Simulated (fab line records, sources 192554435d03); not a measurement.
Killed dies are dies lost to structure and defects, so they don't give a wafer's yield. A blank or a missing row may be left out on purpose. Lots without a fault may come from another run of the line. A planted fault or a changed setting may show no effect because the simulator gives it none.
fab line records | flow n5_finfet
record lots=7 wafers=39
route steps=1938 shown FIN_SAQP@94 SD_EPI_P@312 GATE_CUT@510 MOL_CONTACT_COAG@608
start_h: hours from the record's first day to the start of the lot's first wafer shown | wait_h: hours since the lot's step before | " the same as in the row above | L1.1+2: a row that stands for several wafers | - no value, or no start given | * or withheld: withheld | < > ~ a bound
route shown NAME@n: a module of which the file shows steps, and the number in the route of the first | usual: mean/standard deviation of fault-free wafers | same: alike in all rows | chamber/n: place in a boat | sites: the reading at each site | _std_site: their standard deviation | _edge_site: outer sites' mean less inner sites' | radius_mm: how far each site lies from the wafer's centre | mask NAME#n: copy n | behind: the tool/chamber that last shaped the wafer | hold: why the lot was held/for how many hours/how that ended | device: the transistor (n, p or np) that didn't switch | end of line: the same wafers' tests at the end of the route | a step without rows: its recipe alone | killed: dies lost to structure and defects at the first sort, not the wafer's yield | map: a wafer's dies, x killed, . not, _ none there
set.NAME: the setting as run; set.NAME@STEP: as run at that earlier step | model.NAME: the simulator's own value behind a step, which no gauge read
lots whose settings were changed on purpose; a table a step, a row a wafer
## steps
# step N5_FIN_SAQP_ALD_61
# recipe material=SiO2 target_thk_a=40 temp_c=300 ald_precursor_family=BDEAS ald_co_reactant=O2-plasma pulse_time_s=1 purge_time_s=2 co_reactant_purge_time_s=2 ald_cycles=43 pressure_torr=2
# columns lot.wafer tool chamber start_h wait_h set.ald_cycles model.SiO2_of_FIN_SAQP_ALD_61.thk_nm
L075.1 ald_sin-01 2 27.20 0.0 52 4.806
L075.2 " 3 " " 52 4.822
L075.3 " 0 " " 52 4.833
L075.4 " 1 " " 43 3.994
L075.5 " 0 " " 43 3.975
L075.6 " 1 " " 43 3.981
L076.1 ald_sin-01 1 33.28 0.1 43 3.968
L076.2 " 3 " " 43 4
L076.3 " 2 " " 43 4.001
L076.4 " 0 " " 43 4.007
L076.5 " 0 " " 43 4.01
L076.6 " 3 " " 43 3.995
L079.4 ald_sin-01 0 50.53 0.0 43 3.998
L079.5 " 1 " " 43 3.995
L079.6 " 0 " " 43 4.005
L086.1 ald_sin-04 1 92.98 0.2 43 4.006
L086.2 " 3 " " 60 5.606
L086.3 " 0 " " 60 5.616
L086.4 " 2 " " 43 4.014
L086.5 " 2 " " 60 5.589
L086.6 " 1 " " 43 4.019
L088.1 ald_sin-01 3 104.82 0.0 43 3.993
L088.2 " 0 " " 64 5.957
L088.3 " 2 " " 43 4.013
L088.4 " 1 " " 64 5.947
L088.5 " 0 " " 43 4.008
L088.6 " 1 " " 64 5.939
L092.1 ald_sin-01 3 130.01 0.0 43 4.006
L092.2 " 2 " " 67 6.247
L092.3 " 1 " " 67 6.238
L092.4 " 0 " " 43 3.985
L092.5 " 1 " " 43 3.963
L092.6 " 0 " " 67 6.236
L096.1 ald_sin-04 3 153.24 0.0 57 5.319
L096.2 " 2 " " 43 4.044
L096.3 " 0 " " 57 5.302
L096.4 " 1 " " 57 5.309
L096.5 " 1 " " 43 4.001
L096.6 " 0 " " 43 4.019
# step N5_FIN_SAQP_PECVD_06
# recipe material=a-Si target_thk_a=600 temp_c=400 precursor=SiH4/He pressure_torr=3 rf_w=100 time_s=48.1
# columns lot.wafer tool chamber start_h wait_h set.time_s model.a-Si_of_FIN_SAQP_PECVD_06.thk_nm
L075.1 pecvd-04 1 27.83 0.0 27.78 33.56
L075.2 " 0 " " 27.78 35.04
L075.3 " 2 " " 48.1 58.74
L075.4 " 2 " " 48.1 59.66
L075.5 " 0 " " 48.1 60.42
L075.6 " 1 " " 27.78 33.73
L076.1 pecvd-03 2 33.90 0.0 48.1 60.34
L076.2 " 1 " " 48.1 59.81
L076.3 " 0 " " 40.82 50.39
L076.4 " 1 " " 48.1 60.23
L076.5 " 0 " " 40.82 51.37
L076.6 " 2 " " 40.82 52.09
L079.4 pecvd-02 2 51.24 0.0 48.1 59.45
L079.5 " 1 " " 48.1 60.53
L079.6 " 0 " " 48.1 60.24
L086.1 pecvd-02 2 93.60 0.0 75.26 94.04
L086.2 " 0 " " 75.26 94.3
L086.3 " 1 " " 48.1 60.25
L086.4 " 1 " " 75.26 95.26
L086.5 " 2 " " 48.1 60.54
L086.6 " 0 " " 48.1 60.22
L088.1 pecvd-02 0 105.45 0.0 48.1 59.45
L088.2 " 1 " " 25.32 30.83
L088.3 " 2 " " 48.1 59.22
L088.4 " 1 " " 48.1 60.69
L088.5 " 0 " " 25.32 30.63
L088.6 " 2 " " 25.32 31.14
L092.1 pecvd-03 0 130.70 0.0 48.1 58.6
L092.2 " 2 " " 48.1 59.4
L092.3 " 1 " " 48.1 59.02
L092.4 " 1 " " 48.1 60.33
L092.5 " 2 " " 48.1 60.53
L092.6 " 0 " " 48.1 60.04
L096.1 pecvd-03 2 153.86 0.0 48.1 59.88
L096.2 " 0 " " 24.5 28.82
L096.3 " 1 " " 24.5 30.2
L096.4 " 1 " " 24.5 29.97
L096.5 " 2 " " 48.1 61.18
L096.6 " 0 " " 48.1 59.61
# step N5_FIN_SAQP_THK_MEAS_07
# usual thk_nm=59.8/0.7
# columns lot.wafer tool chamber start_h wait_h set.time_s@FIN_SAQP_PECVD_06 thk_nm
L075.1 film_metro-01 - 27.91 0.1 27.78 33.6
L075.2 " - " " 27.78 35.0
L075.3 " - " " 48.1 58.8
L075.4 " - " " 48.1 59.7
L075.5 " - " " 48.1 60.4
L075.6 " - " " 27.78 33.7
L076.1 film_metro-02 - 33.99 0.1 48.1 60.4
L076.2 " - " " 48.1 59.8
L076.3 " - " " 40.82 50.4
L076.4 " - " " 48.1 60.3
L076.5 " - " " 40.82 51.4
L076.6 " - " " 40.82 52.1
L079.4 film_metro-02 - 51.31 0.0 48.1 59.5
L079.5 " - " " 48.1 60.5
L079.6 " - " " 48.1 60.2
L086.1 film_metro-01 - 93.69 0.1 75.26 94.1
L086.2 " - " " 75.26 94.3
L086.3 " - " " 48.1 60.3
L086.4 " - " " 75.26 95.2
L086.5 " - " " 48.1 60.6
L086.6 " - " " 48.1 60.2
L088.1 film_metro-02 - 105.54 0.1 48.1 59.4
L088.2 " - " " 25.32 30.8
L088.3 " - " " 48.1 59.2
L088.4 " - " " 48.1 60.7
L088.5 " - " " 25.32 30.7
L088.6 " - " " 25.32 31.2
L092.1 film_metro-01 - 130.79 0.1 48.1 58.6
L092.2 " - " " 48.1 59.4
L092.3 " - " " 48.1 59.0
L092.4 " - " " 48.1 60.3
L092.5 " - " " 48.1 60.5
L092.6 " - " " 48.1 60.0
L096.1 film_metro-01 - 153.95 0.1 48.1 59.9
L096.2 " - " " 24.5 28.8
L096.3 " - " " 24.5 30.2
L096.4 " - " " 24.5 30.0
L096.5 " - " " 48.1 61.2
L096.6 " - " " 48.1 59.6
# step N5_FIN_SAQP_HM_DEP_72
# recipe material=SiO2 target_thk_a=120 temp_c=400 precursor=SiH4/N2O pressure_torr=0.75 rf_w=275 time_s=7.2
# step N5_FIN_SAQP_COAT_49
# recipe resist=SOC temp_c=250 time_s=60 spin_rpm=1500 resist_thk_nm=100
# step N5_FIN_SAQP_HM_OPEN_73
# recipe chemistry=CHF3/O2 target=SiO2 stop_on=a-Si target_depth_a=120 over_etch_frac=1.8 mask_material=SOC time_s=16.8 pressure_mtorr=30 source_w=650 bias_w=170 Ar_flow_sccm=200 CHF3_flow_sccm=50 O2_flow_sccm=5 ion_energy_ev=200 ends=end_point
# step N5_FIN_SAQP_STRIP_74
# recipe chemistry=CHF3/O2 resist=SiARC rf_frequency_hz=6e+07
# step N5_FIN_SAQP_MANDREL_ETCH_22
# recipe target_depth_a=600 chemistry=HBr/Cl2 target=a-Si stop_on=SiNx bt_time_s=10 over_etch_frac=0.5 time_s=30 pressure_mtorr=10 icp_w=800 bias_w=75 HBr_flow_sccm=150 Cl2_flow_sccm=80 ends=end_point
# usual oes_product_au=0.761/0.014
# columns lot.wafer tool chamber start_h wait_h set.time_s@FIN_SAQP_PECVD_06 oes_product_au model.etch.depth_nm
L075.1 rie_si-05 0 28.96 0.0 27.78 0.567 33.54
L075.2 " 3 " " 27.78 0.572 35.04
L075.3 " 1 " " 48.1 0.740 58.72
L075.4 " 2 " " 48.1 0.751 59.66
L075.5 " 2 " " 48.1 0.745 60.42
L075.6 " 1 " " 27.78 0.559 33.7
L076.1 rie_si-01 2 35.04 0.0 48.1 0.777 60.32
L076.2 " 3 " " 48.1 0.762 59.81
L076.3 " 1 " " 40.82 0.677 50.39
L076.4 " 0 " " 48.1 0.772 60.2
L076.5 " 3 " " 40.82 0.685 51.37
L076.6 " 2 " " 40.82 0.718 52.09
L079.4 rie_si-05 2 52.17 0.0 48.1 0.731 59.45
L079.5 " 1 " " 48.1 0.761 60.53
L079.6 " 0 " " 48.1 0.767 60.24
L086.1 rie_si-05 3 94.56 0.0 75.26 0.984 88.43
L086.2 " 2 " " 75.26 0.980 91.96
L086.3 " 1 " " 48.1 0.753 60.25
L086.4 " 0 " " 75.26 1.000 90.51
L086.5 " 3 " " 48.1 0.771 60.54
L086.6 " 0 " " 48.1 0.764 60.14
L088.1 rie_si-01 3 106.31 0.0 48.1 0.757 59.45
L088.2 " 0 " " 25.32 0.547 30.82
L088.3 " 2 " " 48.1 0.780 59.22
L088.4 " 1 " " 48.1 0.743 60.67
L088.5 " 0 " " 25.32 0.545 30.63
L088.6 " 1 " " 25.32 0.535 31.14
L092.1 rie_si-05 3 131.65 0.0 48.1 0.758 58.5
L092.2 " 2 " " 48.1 0.741 59.39
L092.3 " 0 " " 48.1 0.758 58.93
L092.4 " 1 " " 48.1 0.749 60.25
L092.5 " 1 " " 48.1 0.756 60.44
L092.6 " 0 " " 48.1 0.769 60.04
L096.1 rie_si-05 1 154.82 0.0 48.1 0.758 59.78
L096.2 " 0 " " 24.5 0.532 28.81
L096.3 " 3 " " 24.5 0.542 30.11
L096.4 " 2 " " 24.5 0.521 29.88
L096.5 " 3 " " 48.1 0.774 61.17
L096.6 " 2 " " 48.1 0.740 59.51
# step N5_FIN_SAQP_STRIP_55
# recipe chemistry=N2/H2 power_w=500 temp_c=40 pressure_mtorr=50 rf_frequency_hz=6e+07 overash_fraction=0.3 bias_power_w=28 h2_frac=0.5 n2_flow_sccm=300 h2_flow_sccm=300
# step N5_FIN_SAQP_STRIP_23
# recipe chemistry=SPM time_s=750 temp_c=130 h2so4_h2o2_vol_ratio=4
# step N5_FIN_SAQP_SRD_39
# recipe dry=ipa_marangoni time_s=30 temp_c=23 rinse_liquid=diw
# step N5_FIN_SAQP_INSPECT_40
# recipe inspect_instrument=brightfield mode=aei
# usual raw_defect_count=204/51
# columns lot.wafer tool chamber start_h wait_h set.time_s@FIN_SAQP_PECVD_06 raw_defect_count
L075.1 defect_inspect-01 - 34.42 0.0 27.78 281
L075.2 " - " " 27.78 157
L075.3 " - " " 48.1 236
L075.4 " - " " 48.1 208
L075.5 " - " " 48.1 249
L075.6 " - " " 27.78 168
L076.1 defect_inspect-02 - 39.54 0.0 48.1 183
L076.2 " - " " 48.1 192
L076.3 " - " " 40.82 184
L076.4 " - " " 48.1 185
L076.5 " - " " 40.82 236
L076.6 " - " " 40.82 169
L079.4 defect_inspect-01 - 56.48 0.0 48.1 176
L079.5 " - " " 48.1 127
L079.6 " - " " 48.1 150
L086.1 defect_inspect-01 - 99.95 0.0 75.26 1835
L086.2 " - " " 75.26 1683
L086.3 " - " " 48.1 149
L086.4 " - " " 75.26 1767
L086.5 " - " " 48.1 188
L086.6 " - " " 48.1 228
L088.1 defect_inspect-01 - 110.81 0.0 48.1 176
L088.2 " - " " 25.32 266
L088.3 " - " " 48.1 171
L088.4 " - " " 48.1 231
L088.5 " - " " 25.32 238
L088.6 " - " " 25.32 177
L092.1 defect_inspect-01 - 135.84 0.0 48.1 210
L092.2 " - " " 48.1 204
L092.3 " - " " 48.1 202
L092.4 " - " " 48.1 191
L092.5 " - " " 48.1 193
L092.6 " - " " 48.1 267
L096.1 defect_inspect-02 - 158.67 0.0 48.1 205
L096.2 " - " " 24.5 210
L096.3 " - " " 24.5 197
L096.4 " - " " 24.5 236
L096.5 " - " " 48.1 198
L096.6 " - " " 48.1 248
# step N5_SD_EPI_P_ETCH_16
# recipe chemistry=CHF3/O2 target=SiO2 target_depth_a=50 mask_material=SOC pressure_mtorr=30 source_w=650 bias_w=170 Ar_flow_sccm=200 CHF3_flow_sccm=50 O2_flow_sccm=5 ion_energy_ev=200
# columns lot.wafer tool chamber start_h wait_h set.target_depth_a model.etch.depth_nm model.SiARC_of_SD_EPI_P_COAT_35.thk_nm
L075.1 rie_diel-04 1 65.91 0.1 50 4.985 11.6
L075.2 " 0 " " 50 4.964 11.6
L075.3 " 2 " " 50 5.023 11.4
L075.4 " 3 " " 50 4.926 11.8
L075.5 " 3 " " 50 4.957 11.8
L075.6 " 2 " " 50 5.014 11.4
L076.1 rie_diel-03 1 66.34 0.1 50 5.073 11.4
L076.2 " 2 " " 63.74 6.311 10.8
L076.3 " 0 " " 50 5.028 11.4
L076.4 " 3 " " 50 5.006 11.4
L076.5 " 2 " " 63.74 6.288 10.8
L076.6 " 3 " " 63.74 6.36 10.4
L079.4 rie_diel-03 1 86.69 0.1 50 5.091 11.4
L079.5 " 3 " " 50 5.033 11.6
L079.6 " 0 " " 50 5.023 11.4
L086.1 rie_diel-03 1 126.44 0.1 50 4.963 11.4
L086.2 " 2 " " 50 4.936 11.6
L086.3 " 3 " " 59.93 6.052 10.4
L086.4 " 0 " " 59.93 5.999 10.6
L086.5 " 2 " " 50 4.97 11.6
L086.6 " 1 " " 59.93 5.981 10.6
L088.1 rie_diel-04 1 139.20 0.1 50 5.021 11.8
L088.2 " 3 " " 50 4.981 12
L088.3 " 0 " " 32.38 3.212 13
L088.4 " 2 " " 32.38 3.227 12.8
L088.5 " 1 " " 50 5.023 11.8
L088.6 " 0 " " 32.38 3.188 13
L092.1 rie_diel-05 0 161.97 0.1 25.22 2.517 13.4
L092.2 " 1 " " 25.22 2.502 14
L092.3 " 3 " " 50 4.982 12
L092.4 " 0 " " 50 5.017 11.8
L092.5 " 3 " " 25.22 2.551 13.6
L092.6 " 1 " " 50 4.927 12.2
L096.1 rie_diel-05 1 186.62 0.1 50 4.849 12.4
L096.2 " 0 " " 50 4.926 11.8
L096.3 " 3 " " 50 4.976 11.8
L096.4 " 2 " " 50 5.075 11.4
L096.5 " 1 " " 50 4.884 12.4
L096.6 " 0 " " 50 5.003 11.8
# step N5_GATE_CUT_ALD_22
# recipe material=SiNx target_thk_a=160 temp_c=400 ald_precursor_family=SiH2I2 ald_co_reactant=N2/H2-plasma pulse_time_s=1 ald_cycles=320 purge_time_s=2 co_reactant_purge_time_s=2 pressure_torr=2
# columns lot.wafer tool chamber start_h wait_h set.ald_cycles model.SiNx_of_GATE_CUT_ALD_22.thk_nm
L075.1+3 ald_sin-01 0,2 96.82 0.2 432 21.6
L075.2 " 3 " " 320 15.8
L075.4 " 1 " " 432 21.4
L075.5 " 3 " " 320 16
L075.6 " 2 " " 320 16.2
L076.1+3 ald_sin-01 1,3 100.02 0.2 320 15.8
L076.2+4+5+6 " 2,0,2,1 " " 320 16
L079.4+5+6 ald_sin-03 2,1,0 115.87 0.0 320 16
L086.1+2+3 ald_sin-02 1,0,3 156.27 0.0 320 16
L086.4+5 " 2,1 " " 430 21.4
L086.6 " 0 " " 430 21.6
L088.1+3+4+6 ald_sin-01 0,3,1,3 168.29 0.0 320 16
L088.2+5 " 2 " " 320 16.2
L092.1+3+4 ald_sin-02 2,0,3 191.98 0.5 161 8
L092.2 " 3 " " 320 15.8
L092.5+6 " 0,2 " " 320 16
L096.1+3+6 ald_sin-01 1,3,3 216.22 0.0 320 16
L096.2+4+5 " 2,0,2 " " 507 25.4
# step N5_GATE_CUT_CMP_23
# recipe stop_on=SiO2 t_overpolish_s=23.4 post_cmp_clean=alkaline_brush down_force_psi=2.5 platen_rpm=51.8 pad_velocity_m_s=1.0307 target_thk_nm=16
# usual time_to_endpoint_s=20.0/2.6
# columns lot.wafer tool chamber start_h wait_h set.ald_cycles@GATE_CUT_ALD_22 time_to_endpoint_s
L075.1 cmp-01 3 98.31 0.8 432 20.7
L075.2 " 0 " " 320 17.6
L075.4 " 1 " " 432 23.6
L075.3 " 2 " " 432 26.1
L075.6 " 3 " " 320 16.5
L075.5 " 0 " " 320 18.3
L076.1 cmp-02 2 101.51 0.8 320 20.2
L076.3 " 3 " " 320 20.3
L076.4 " 0 " " 320 19.3
L076.2 " 1 " " 320 19.8
L076.5 " 2 " " 320 23.4
L076.6 " 3 " " 320 17.8
L079.4 cmp-01 1 117.40 0.8 320 20.2
L079.6 " 0 " " 320 23.0
L079.5 " 1 " " 320 21.2
L086.2 cmp-02 0 157.76 0.8 320 15.9
L086.4 " 1 " " 430 27.6
L086.1 " 2 " " 320 22.5
L086.3 " 3 " " 320 19.0
L086.6 " 0 " " 430 25.3
L086.5 " 1 " " 430 27.7
L088.3 cmp-01 3 169.78 0.8 320 20.4
L088.1 " 0 " " 320 21.6
L088.4 " 1 " " 320 23.6
L088.2 " 2 " " 320 26.4
L088.5 " 3 " " 320 22.2
L088.6 " 0 " " 320 23.8
L092.2 cmp-01 2 193.47 0.8 320 20.3
L092.4 " 3 " " 161 9.4
L092.1 " 0 " " 161 11.1
L092.3 " 1 " " 161 11.6
L092.5 " 2 " " 320 23.1
L092.6 " 3 " " 320 18.2
L096.3 cmp-01 2 217.72 0.8 320 21.3
L096.1 " 3 " " 320 19.6
L096.2 " 0 " " 507 30.7
L096.4 " 1 " " 507 32.8
L096.5 " 2 " " 507 34.0
L096.6 " 3 " " 320 20.1
# step N5_MOL_CONTACT_COAG_ALD_133
# recipe material=SiO2 target_thk_a=50 temp_c=100 ald_precursor_family=BDEAS ald_co_reactant=O2-plasma pulse_time_s=1 co_reactant_pulse_time_s=1 purge_time_s=2 co_reactant_purge_time_s=2 ald_cycles=35 pressure_torr=2
# columns lot.wafer tool chamber start_h wait_h set.ald_cycles model.SiO2_of_MOL_CONTACT_COAG_ALD_133.thk_nm
L075.1+4+5 ald_sin-01 2,1,3 112.99 0.7 35 5
L075.2+3+6 " 3,0,0 " " 54 7.8
L076.1+5+6 ald_sin-01 1,2,1 113.14 0.6 35 5
L076.2+3 " 2,0 " " 44 6.2
L076.4 " 3 " " 44 6.4
L079.4+5+6 ald_sin-01 0,1,2 130.88 0.1 35 5
L086.1+3+6 ald_sin-01 3,0,1 174.43 0.1 44 6.2
L086.2+4+5 " 1,2,0 " " 35 5
L088.1+5+6 ald_sin-01 1,1,0 181.47 0.1 46 6.6
L088.2+3+4 " 3,0,2 " " 35 5
L092.1+2+6 ald_sin-04 2,1,3 207.54 0.1 24 3.4
L092.3+4+5 " 3,0,0 " " 35 5
L096.1+4+6 ald_sin-03 1,2,1 232.90 0.2 55 7.8
L096.2+3+5 " 0,3,2 " " 35 5
## key
split step=N5_FIN_SAQP_ALD_61 setting=ald_cycles stated=43 by=wafer
response step=N5_FIN_SAQP_ALD_61 reading=model.SiO2_of_FIN_SAQP_ALD_61.thk_nm change=+0.0401 per=1% r=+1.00
split step=N5_FIN_SAQP_PECVD_06 setting=time_s stated=48.1 by=wafer
response step=N5_FIN_SAQP_PECVD_06 reading=model.a-Si_of_FIN_SAQP_PECVD_06.thk_nm change=+0.61 per=1% r=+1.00
response step=N5_FIN_SAQP_THK_MEAS_07 reading=thk_nm change=* per=1% r=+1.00
response step=N5_FIN_SAQP_MANDREL_ETCH_22 reading=oes_product_au change=+0.00435 per=1% r=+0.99
response step=N5_FIN_SAQP_MANDREL_ETCH_22 reading=model.etch.depth_nm change=+0.586 per=1% r=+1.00
response step=N5_FIN_SAQP_INSPECT_40 reading=raw_defect_count shape=bent at_lowest=214 at_stated=199 at_highest=1762
split step=N5_SD_EPI_P_ETCH_16 setting=target_depth_a stated=50 by=wafer
response step=N5_SD_EPI_P_ETCH_16 reading=model.etch.depth_nm change=+0.0497 per=1% r=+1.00
response step=N5_SD_EPI_P_ETCH_16 reading=model.SiARC_of_SD_EPI_P_COAT_35.thk_nm change=-0.033 per=1% r=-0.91
split step=N5_GATE_CUT_ALD_22 setting=ald_cycles stated=320 by=wafer
response step=N5_GATE_CUT_ALD_22 reading=model.SiNx_of_GATE_CUT_ALD_22.thk_nm change=+0.16 per=1% r=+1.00
response step=N5_GATE_CUT_CMP_23 reading=time_to_endpoint_s change=* per=1% r=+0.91
split step=N5_MOL_CONTACT_COAG_ALD_133 setting=ald_cycles stated=35 by=wafer
response step=N5_MOL_CONTACT_COAG_ALD_133 reading=model.SiO2_of_MOL_CONTACT_COAG_ALD_133.thk_nm change=+0.0501 per=1% r=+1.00
